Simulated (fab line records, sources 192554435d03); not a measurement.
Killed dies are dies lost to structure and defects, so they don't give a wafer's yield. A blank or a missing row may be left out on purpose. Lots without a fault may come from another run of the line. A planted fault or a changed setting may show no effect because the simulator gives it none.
Chamber matching | flow n5_finfet | N5_BEOL_M8_STRIP_19 on rie_diel-04: 4 sister chambers
The step strips in O2. 4 wafers are shown with their chamber, then 7 later ones without.

WAFERS WITH THEIR CHAMBER
wafer  | chamber | showerhead_plenum_p_Torr (Torr)
L082.5 | 0       | 2.12
L088.1 | 1       | 1.99
L088.6 | 3       | 2.02
L091.4 | 2       | 2.10

WAFERS WITHOUT THEIR CHAMBER
wafer  | showerhead_plenum_p_Torr (Torr)
L091.5 | 1.98
L093.3 | 2.02
L093.4 | 1.98
L093.6 | 2.02
L090.1 | 2.09
L090.3 | 2.02
L090.5 | 2.09

WHICH CHAMBER EACH WENT THROUGH
wafer  | from the rows above | in truth
L091.5 | 1                   | 1
L093.3 | 3                   | 3
L093.4 | 1                   | 1
L093.6 | 3                   | 3
L090.1 | 2                   | 2
L090.3 | 3                   | 3
L090.5 | 2                   | 2
Placed correctly: 7 of 7. Can't be placed from these rows: 0. Placed wrongly: 0.
How it was worked out, from the rows above alone: a wafer's distance from a chamber is the root of the sum, over the readings, of the square of ((its reading less the chamber's mean) divided by the reading's scatter). The wafer belongs to the nearest chamber; if the next one is less than 2 further off, it can't be placed. A chamber's mean is the mean of its shown wafers. The scatter: with one shown wafer a chamber, the root of the mean of the squares of how far each hidden wafer lies from its nearest shown one.
